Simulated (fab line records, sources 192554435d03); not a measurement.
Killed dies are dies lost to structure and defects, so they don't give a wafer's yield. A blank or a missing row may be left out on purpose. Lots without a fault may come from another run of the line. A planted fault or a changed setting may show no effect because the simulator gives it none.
Which tool did it? | flow n5_finfet | 9 lots, 27 wafers sampled, at 5 steps of a route of 1938

WHAT THE GAUGES READ, wafer by wafer
N5_DUMMY_REMOVAL_INSPECT_06: inspects for defects (brightfield). Usual: raw_defect_count 12, standard deviation 4.
lot  | measured    | on                | raw_defect_count | flag
L749 | day 5 19:37 | defect_inspect-01 | 6 8 6            |
L750 | day 5 20:56 | defect_inspect-01 | 10 10 9          |
L754 | day 7 05:38 | defect_inspect-01 | 4 13 6           |
L757 | day 7 17:04 | defect_inspect-01 | 13 15 9          |
L758 | day 7 22:44 | defect_inspect-01 | 25 15 19         |
L761 | day 8 17:53 | defect_inspect-02 | 14 14 12         |
L762 | day 9 00:27 | defect_inspect-01 | 8 11 10          |
L764 | day 9 16:50 | defect_inspect-02 | 7 16 16          |
L765 | day 9 19:58 | defect_inspect-02 | 4 7 15           |

N5_BEOL_M4_RC_MEAS_101. Usual: DIBL_N 36.2 mV/V, standard deviation 1.2; DIBL_P 36.3 mV/V, standard deviation 1.3; IOFF_N 0.155 nA/um, standard deviation 0.019; IOFF_P 0.210 nA/um, standard deviation 0.029; ION_N 677 uA/um, standard deviation 8.6; ION_P 465 uA/um, standard deviation 6.8; SS_N 71.4 mV/dec, standard deviation 0.48; SS_P 73.2 mV/dec, standard deviation 0.53; VT_N 249.9 mV, standard deviation 2.4; VT_P -250 mV, standard deviation 3.2.
lot  | measured     | on        | DIBL_N (mV/V)  | DIBL_P (mV/V)  | IOFF_N (nA/um)    | IOFF_P (nA/um)    | ION_N (uA/um) | ION_P (uA/um) | SS_N (mV/dec)  | SS_P (mV/dec)  | VT_N (mV)         | VT_P (mV)      | flag
L749 | day 10 17:09 | prober-01 | 35.4 36.3 34.9 | 36.0 36.8 35.4 | 0.149 0.161 0.133 | 0.187 0.198 0.178 | 678 689 667   | 464 469 464   | 71.4 71.6 71.3 | 72.9 73.5 73.0 | 248.8 249.3 252.8 | -254 -252 -255 |
L750 | day 10 17:23 | prober-02 | 35.4 36.1 35.5 | 35.1 35.5 35.5 | 0.155 0.165 0.158 | 0.235 0.245 0.257 | 679 683 671   | 473 477 474   | 71.8 71.8 71.6 | 73.3 73.4 73.4 | 247.3 248.0 248.7 | -246 -244 -244 |
L754 | day 11 21:41 | prober-01 | 35.9 34.9 37.9 | 36.1 34.8 38.3 | 0.138 0.127 0.181 | 0.197 0.173 0.234 | 662 664 681   | 462 461 466   | 71.7 71.5 72.2 | 73.6 72.1 73.4 | 251.8 252.5 248.7 | -250 -252 -250 |
L757 | day 12 01:39 | prober-01 | 37.0 36.3 36.7 | 37.8 37.1 37.1 | 0.187 0.175 0.172 | 0.269 0.266 0.257 | 680 696 686   | 469 479 478   | 71.5 71.9 71.8 | 74.1 73.7 73.1 | 245.6 247.8 245.8 | -244 -247 -246 |
L758 | day 12 16:52 | prober-01 | 34.9 35.5 35.7 | 35.2 36.2 36.4 | 0.129 0.147 0.152 | 0.162 0.182 0.187 | 666 669 672   | 449 455 453   | 71.6 71.6 72.4 | 72.5 73.1 73.1 | 256.9 251.4 251.7 | -258 -253 -254 |
L761 | day 12 20:55 | prober-02 | 35.8 35.6 34.0 | 36.8 36.4 34.9 | 0.170 0.158 0.139 | 0.225 0.217 0.197 | 678 681 679   | 472 469 467   | 71.5 71.2 70.5 | 73.3 73.2 73.4 | 245.8 249.6 247.4 | -248 -248 -249 |
L762 | day 13 15:44 | prober-02 | 34.4 35.5 35.8 | 35.3 36.5 36.0 | 0.122 0.139 0.135 | 0.160 0.180 0.172 | 668 681 664   | 457 462 452   | 70.6 71.3 71.3 | 72.8 73.1 72.6 | 253.7 249.6 249.5 | -255 -254 -251 |
L764 | day 14 17:31 | prober-02 | 36.7 36.6 37.7 | 36.1 35.9 38.0 | 0.170 0.166 0.184 | 0.206 0.199 0.240 | 676 676 690   | 466 461 471   | 71.5 70.6 72.1 | 73.0 73.5 73.9 | 247.0 250.3 245.6 | -251 -252 -249 |
L765 | day 14 10:47 | prober-02 | 35.4 36.9 37.4 | 33.4 35.5 36.0 | 0.128 0.159 0.164 | 0.159 0.188 0.199 | 657 673 674   | 451 459 458   | 70.9 71.7 71.9 | 72.4 72.8 73.6 | 252.2 250.4 249.7 | -254 -251 -252 |

WHICH TOOL RAN EACH LOT (tool, then ch and the chambers of the sampled wafers, then the start)
lot  | N5_DUMMY_REMOVAL_HM_STRIP_01      | N5_HKMG_FIN_HK_ALD_01           | N5_HKMG_FIN_ETCH_54
L749 | rie_diel-05 ch 2,3, day 5 19:25   | ald_hk-02 ch 1,2, day 5 19:58   | rie_diel-04 ch 0,2,3, day 5 20:55
L750 | rie_diel-06 ch 2,3, day 5 20:44   | ald_hk-03 ch 0,2, day 5 21:17   | rie_diel-01 ch 0,1,2, day 5 22:15
L754 | rie_diel-03 ch 0,1, day 7 05:26   | ald_hk-01 ch 0,3, day 7 06:01   | rie_diel-02 ch 0,1, day 7 07:06
L757 | rie_diel-06 ch 0,1,2, day 7 16:52 | ald_hk-02 ch 0,2,3, day 7 17:25 | rie_diel-04 ch 0,1,3, day 7 18:23
L758 | rie_diel-06 ch 0,2, day 7 22:33   | ald_hk-03 ch 0,2,3, day 8 00:25 | rie_diel-04 ch 0,1,3, day 8 01:31
L761 | rie_diel-06 ch 0,1, day 8 17:41   | ald_hk-02 ch 0,1, day 8 18:15   | rie_diel-01 ch 1,3, day 8 19:19
L762 | rie_diel-06 ch 0,1,2, day 9 00:15 | ald_hk-02 ch 0,1,2, day 9 00:48 | rie_diel-01 ch 0,1,3, day 9 01:45
L764 | rie_diel-06 ch 1,2,3, day 9 16:38 | ald_hk-01 ch 0,2,3, day 9 17:12 | rie_diel-01 ch 0,3, day 9 18:16
L765 | rie_diel-06 ch 1,3, day 9 19:47   | ald_hk-02 ch 0,2,3, day 9 20:20 | rie_diel-01 ch 1,2, day 9 21:26
- N5_DUMMY_REMOVAL_HM_STRIP_01: strips SiNx in CH3F/O2, stops on poly-Si, target depth 4 nm, time 6.8 s.
- N5_HKMG_FIN_HK_ALD_01: deposits HfO2, target thk 1.6 nm, pulse time 3 s, purge time 3 s.
- N5_HKMG_FIN_ETCH_54: etches SiARC in CF4, target depth 45.5 nm, time 75.8 s.

WHAT THE TOOLS THEMSELVES READ (means of the sampled wafers that have a number; where no wafer has one, the mark that the record gives instead)
N5_DUMMY_REMOVAL_HM_STRIP_01. Usual: drypump_motor_current_A 5.5 A, standard deviation 0.37; oes_product_au 0.65 a.u., standard deviation 0.071; rf_vpp_V 127.5 V, standard deviation 0.88; showerhead_plenum_p_Torr 2.00 Torr, standard deviation 0.052; throttle_valve_pct 16.34 %, standard deviation 0.23.
lot  | tool        | drypump_motor_current_A (A) | oes_product_au (a.u.) | rf_vpp_V (V) | showerhead_plenum_p_Torr (Torr) | throttle_valve_pct (%) | flag
L749 | rie_diel-05 | 5.5                         | 0.65                  | 127.4        | 2.02                            | 16.24                  |
L750 | rie_diel-06 | 5.6                         | 0.63                  | 127.5        | 2.01                            | 16.44                  |
L754 | rie_diel-03 | 5.5                         | 0.71                  | 127.1        | 2.01                            | 16.07                  |
L757 | rie_diel-06 | 5.6                         | 0.60                  | 126.7        | 1.97                            | 16.50                  |
L758 | rie_diel-06 | 5.5                         | 0.61                  | 127.5        | 2.00                            | 16.51                  |
L761 | rie_diel-06 | 5.5                         | 0.66                  | 128.0        | 2.04                            | 16.43                  |
L762 | rie_diel-06 | 5.6                         | 0.67                  | 128.1        | 2.05                            | 16.37                  |
L764 | rie_diel-06 | 5.6                         | 0.72                  | 127.7        | 2.04                            | 16.24                  |
L765 | rie_diel-06 | 5.3                         | 0.78                  | 127.4        | 2.02                            | 16.17                  |

N5_HKMG_FIN_HK_ALD_01. Usual: precursor_pulse_height_rel 1.001, standard deviation 0.02.
lot  | tool      | precursor_pulse_height_rel | flag
L749 | ald_hk-02 | 0.995                      |
L750 | ald_hk-03 | 0.996                      |
L754 | ald_hk-01 | 0.981                      |
L757 | ald_hk-02 | 1.021                      |
L758 | ald_hk-03 | 0.998                      |
L761 | ald_hk-02 | 0.995                      |
L762 | ald_hk-02 | 0.982                      |
L764 | ald_hk-01 | 0.998                      |
L765 | ald_hk-02 | 1.012                      |

N5_HKMG_FIN_ETCH_54. Usual: cf4_flow_sccm 100.00 sccm, standard deviation 0.3; drypump_motor_current_A 5.5 A, standard deviation 0.39; etch_rf_on_time_s 75.4 s, standard deviation 1; oes_product_au 0.69 a.u., standard deviation 0.071; rf_vpp_V 184.7 V, standard deviation 1.1; showerhead_plenum_p_Torr 2.18 Torr, standard deviation 0.055; throttle_valve_pct 15.59 %, standard deviation 0.21.
lot  | tool        | cf4_flow_sccm (sccm) | drypump_motor_current_A (A) | etch_rf_on_time_s (s) | oes_product_au (a.u.) | rf_vpp_V (V) | showerhead_plenum_p_Torr (Torr) | throttle_valve_pct (%) | flag
L749 | rie_diel-04 | 99.54                | 5.6                         | 74.9                  | 0.71                  | 184.7        | 2.16                            | 15.60                  |
L750 | rie_diel-01 | 100.08               | 5.8                         | 74.9                  | 0.72                  | 185.6        | 2.25                            | 15.43                  |
L754 | rie_diel-02 | 99.99                | 5.0                         | 75.2                  | 0.68                  | 184.8        | 2.17                            | 15.85                  |
L757 | rie_diel-04 | 90.03                | 5.6                         | 76.6                  | 0.70                  | 184.4        | 2.06                            | 15.19                  | OFF
L758 | rie_diel-04 | 90.26                | 5.6                         | 76.1                  | 0.70                  | 183.5        | 2.06                            | 15.19                  | OFF
L761 | rie_diel-01 | 99.90                | 5.8                         | 75.6                  | 0.69                  | 184.5        | 2.13                            | 15.50                  |
L762 | rie_diel-01 | 100.07               | 5.6                         | 74.7                  | 0.69                  | 184.5        | 2.18                            | 15.50                  |
L764 | rie_diel-01 | 99.85                | 5.6                         | 75.5                  | 0.73                  | 184.0        | 2.15                            | 15.41                  |
L765 | rie_diel-01 | 100.08               | 6.0                         | 74.8                  | 0.69                  | 185.3        | 2.23                            | 15.48                  |

THE ANSWER, worked out from the rows above alone
Rule: a lot is off if the mean of its wafers that have a number lies more than 3 standard deviations from the usual mean. A lot without any number at a reading at which 4 lots or more have one is off too. The other lots that the step has rows for count as sound. The gauges are gone through in route order, then the tools' own readings, and for those a lot's mean is taken as printed above. The first step at which some lot is off is used, and at that step the reading that is off furthest; a lot without a number counts as furthest.
Off: L757, L758, at N5_HKMG_FIN_ETCH_54 (cf4_flow_sccm).
A tool fits if, at that step or a process step before it, it ran every lot that is off, and no sound lot after the first of them. One fits: rie_diel-04 at N5_HKMG_FIN_ETCH_54. Its last sound lot is L749 (day 5 20:55), its first lot that is off L757 (day 7 18:23): a fault that began between those two fits.
The tool's own readings at N5_HKMG_FIN_ETCH_54 bear it out: on the lots that are off they differ by more than 5 times the standard deviation of the sound lots' means. cf4_flow_sccm reads 90.15 sccm there against 99.93 sccm on the sound lots.

WHAT THE SIMULATOR HAD PUT IN
Process parameter drift: rie_diel-04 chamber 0, from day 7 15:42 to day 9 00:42, at N5_HKMG_FIN_ETCH_54. Setting cf4_flow_sccm, moved by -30, from 100. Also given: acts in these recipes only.
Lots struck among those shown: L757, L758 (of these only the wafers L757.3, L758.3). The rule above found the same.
